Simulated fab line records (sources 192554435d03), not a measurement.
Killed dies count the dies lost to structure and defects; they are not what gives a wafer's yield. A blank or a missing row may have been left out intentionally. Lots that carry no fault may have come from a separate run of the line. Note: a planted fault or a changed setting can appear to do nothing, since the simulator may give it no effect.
Which of the tools did it? | flow n5Finfet | 31 wafers from 11 lots sampled at 3 of the route's 1938 steps

== WHAT THE GAUGES SHOWED, per wafer ==
N5_BEOL_M3_RS_MEAS_58: measures by four-point-probe.
lot  | measured     | on           | M3_RS (ohm/sq)
L892 | day 7 17:23  | filmMetro-01 | 0.672 0.659 0.665
L895 | day 7 21:43  | filmMetro-01 | 0.659 0.647 0.647
L897 | day 8 16:26  | filmMetro-01 | 0.660 0.664 0.623
L898 | day 8 22:10  | filmMetro-01 | 0.662 0.682 0.623
L899 | day 9 06:35  | filmMetro-02 | 0.672 0.641 0.627
L904 | day 10 20:29 | filmMetro-02 | 0.688 0.679
L906 | day 11 01:26 | filmMetro-02 | 0.691 0.679 0.639
L910 | day 12 07:04 | filmMetro-02 | 0.637 0.630
L911 | day 12 10:20 | filmMetro-01 | 0.720 0.664 0.659
L913 | day 12 22:47 | filmMetro-01 | 0.627 0.636 0.665
L915 | day 13 14:32 | filmMetro-02 | 0.746 0.649 0.684

== EACH LOT AND THE TOOL THAT RAN IT (in order: tool; ch and the chambers of the sampled wafers; start) ==
lot  | N5_BEOL_M3_SPUTTER_90       | N5_BEOL_M3_CO_CAP_55
L892 | pvdSputter-03, day 7 15:41  | cvdCo-01 ch 0,1,2, day 7 17:12
L895 | pvdSputter-01, day 7 20:00  | cvdCo-02 ch 0,2, day 7 21:31
L897 | pvdSputter-02, day 8 14:20  | cvdCo-01 ch 1,2, day 8 16:16
L898 | pvdSputter-03, day 8 20:28  | cvdCo-01 ch 1,2, day 8 21:59
L899 | pvdSputter-01, day 9 04:53  | cvdCo-01 ch 0,1,2, day 9 06:24
L904 | pvdSputter-01, day 10 18:47 | cvdCo-01 ch 0, day 10 20:18
L906 | pvdSputter-03, day 10 23:43 | cvdCo-01 ch 0,2, day 11 01:14
L910 | pvdSputter-01, day 12 05:20 | cvdCo-01 ch 0,1, day 12 06:52
L911 | pvdSputter-02, day 12 08:38 | cvdCo-02 ch 0,1,2, day 12 10:10
L913 | pvdSputter-01, day 12 21:04 | cvdCo-02 ch 1,2, day 12 22:35
L915 | pvdSputter-01, day 13 12:49 | cvdCo-02 ch 0,1, day 13 14:21
- N5_BEOL_M3_SPUTTER_90: material Cu, target thk 4.5 nm, time 8.29 s.
- N5_BEOL_M3_CO_CAP_55: material Co, precursor CCTBA/H2, target thk 2 nm, time 102.1 s.

== THE ANSWER, worked out from the rows above alone ==
Rule: the lots themselves supply what counts as usual. The widest of any qualifying gaps counts: lots, ordered by their means at a reading, are off when they make up no more than a third of the lots, leave a main group of 4 or more, and stand apart from it by 3 or more times the standard deviation of that group's means. The tables above print the reading to a certain number of digits; a main group whose means all agree to those digits is not used. Also off: a lot with no number at a reading for which 4 or more lots have one. All remaining lots with rows at the step are treated as sound.
None of the lots is off at any reading shown; this tells nothing.

== WHAT WAS PUT IN BY THE SIMULATOR ==
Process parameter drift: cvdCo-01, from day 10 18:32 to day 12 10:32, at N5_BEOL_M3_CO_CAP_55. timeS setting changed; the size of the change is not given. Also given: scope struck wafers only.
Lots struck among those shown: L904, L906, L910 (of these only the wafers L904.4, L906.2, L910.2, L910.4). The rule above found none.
